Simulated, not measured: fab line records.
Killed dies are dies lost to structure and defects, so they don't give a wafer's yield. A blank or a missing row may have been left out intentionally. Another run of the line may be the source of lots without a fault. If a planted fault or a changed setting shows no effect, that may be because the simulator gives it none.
Split-lot trial -- flow n5Finfet -- 39 wafers read from 7 lots, route of 1938 steps

ABOUT THE SPLIT
At N5_BEOL_M8_ILD_DEP_00 (deposits SiCOH lowk from DEMS/porogen, target thk 179.75 nm, time 33.4 s), the setting targetThkA was moved away from the recipe's 1797.5 angstrom on 15 of the 39 wafers read, by -42.1% to +27.2%. This setting was run at the recipe's value on the other wafers.

FROM SPLIT TO READING: 1 step shown by the file between the two
- N5_BEOL_M8_CURE_74: cures SiCOH lowk, time 240 s

THE READING
M8_ILD_THK at N5_BEOL_M8_THK_MEAS_01, in nm. On this fab line, fault-free wafers typically give 154.6 nm with a standard deviation of 2.2 nm.

wafer,"tool, chamber at the split","targetThkA as run, angstrom",against the recipe,"M8_ILD_THK, nm",against lot-mates on the recipe
L081.1,"pecvd-03, 1",2140,+19.1%,183.2,+28.2
L081.2,"pecvd-03, 0",2140,+19.1%,182.7,+27.7
L081.3,"pecvd-03, 2",1797.5,recipe,154.3,-
L081.4,"pecvd-03, 0",1797.5,recipe,155.4,-
L081.5,"pecvd-03, 1",1797.5,recipe,155.3,-
L081.6,"pecvd-03, 2",2140,+19.1%,186.0,+31.0
L085.1,"pecvd-04, 0",1797.5,recipe,151.0,-
L085.2,"pecvd-04, 1",1797.5,recipe,156.0,-
L085.3,"pecvd-04, 2",1797.5,recipe,153.9,-
L085.4,"pecvd-04, 2",1797.5,recipe,156.8,-
L085.5,"pecvd-04, 1",1797.5,recipe,155.3,-
L085.6,"pecvd-04, 0",1797.5,recipe,152.8,-
L086.1,"pecvd-04, 1",1797.5,recipe,154.1,-
L086.2,"pecvd-04, 0",1310,-27.1%,110.0,-45.1
L086.3,"pecvd-04, 2",1797.5,recipe,155.6,-
L086.4,"pecvd-04, 1",1797.5,recipe,155.5,-
L086.5,"pecvd-04, 2",1310,-27.1%,115.4,-39.7
L086.6,"pecvd-04, 0",1310,-27.1%,111.3,-43.8
L089.1,"pecvd-02, 1",2181,+21.3%,186.7,+31.1
L089.2,"pecvd-02, 2",2181,+21.3%,184.4,+28.8
L089.3,"pecvd-02, 2",1797.5,recipe,156.1,-
L089.4,"pecvd-02, 1",1797.5,recipe,154.9,-
L089.5,"pecvd-02, 2",1797.5,recipe,155.8,-
L089.6,"pecvd-02, 1",2181,+21.3%,189.1,+33.5
L090.1,"pecvd-04, 1",1797.5,recipe,152.9,-
L090.2,"pecvd-04, 2",1040,-42.1%,90.6,-63.3
L090.3,"pecvd-04, 0",1040,-42.1%,86.0,-67.9
L090.4,"pecvd-04, 2",1040,-42.1%,91.3,-62.6
L090.5,"pecvd-04, 0",1797.5,recipe,154.1,-
L090.6,"pecvd-04, 1",1797.5,recipe,154.6,-
L091.1,"pecvd-04, 2",1797.5,recipe,154.8,-
L091.2,"pecvd-04, 0",1797.5,recipe,151.8,-
L091.5,"pecvd-04, 1",1797.5,recipe,155.2,-
L092.1,"pecvd-02, 0",1797.5,recipe,154.6,-
L092.2,"pecvd-02, 1",2287,+27.2%,194.0,+41.6
L092.3,"pecvd-02, 2",1797.5,recipe,151.4,-
L092.4,"pecvd-02, 2",1797.5,recipe,151.2,-
L092.5,"pecvd-02, 1",2287,+27.2%,196.8,+44.4
L092.6,"pecvd-02, 0",2287,+27.2%,199.8,+47.4

THE FIT
A straight line over all 39 wafers: M8_ILD_THK changes by +1.55 nm for each +1% of targetThkA; r = +1.00; the points scatter about the line by 1.9 nm.
The same after taking each lot's own level away (the mean of its wafers on the recipe; 39 wafers): +1.55 nm for each +1%; r = +1.00; scatter 1.9 nm.
That fit puts the effect of the largest move of targetThkA on the reading at 65 nm.
From 152.40 to 155.60 nm: that is the span of the lots' own levels, equal to 1.5 times the standard deviation above.
So the lot-to-lot level changes the slope little: the two slopes agree.
Check: with one of the wafers moved furthest among these (-42.1%) left out of the fit, the line predicts -65.8 nm for it against its lot-mates. It came out at -63.3 nm against them.

THE WHOLE CHAIN: every reading that the file lists as answering this split, in the file's order
step,what it does,reading,change (the file's fit),r (the file's)
N5_BEOL_M8_ILD_DEP_00,"deposits SiCOH lowk from DEMS/porogen, target thk 179.75 nm, time 33.4 s","SiCOH_lowk_of_BEOL_M8_ILD_DEP_00.thkNm (the simulator's own value, which no gauge read)",+1.78 nm for each +1% of the setting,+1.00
N5_BEOL_M8_CURE_74,"cures SiCOH lowk, time 240 s","SiCOH_lowk_of_BEOL_M8_ILD_DEP_00.thkNm (the simulator's own value, which no gauge read)",+1.55 nm for each +1% of the setting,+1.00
N5_BEOL_M8_THK_MEAS_01,,M8_ILD_THK,+1.55 for each +1% of the setting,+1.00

FILE'S OWN FIT
M8_ILD_THK changes by +1.55 nm for each +1% of targetThkA, r = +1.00.
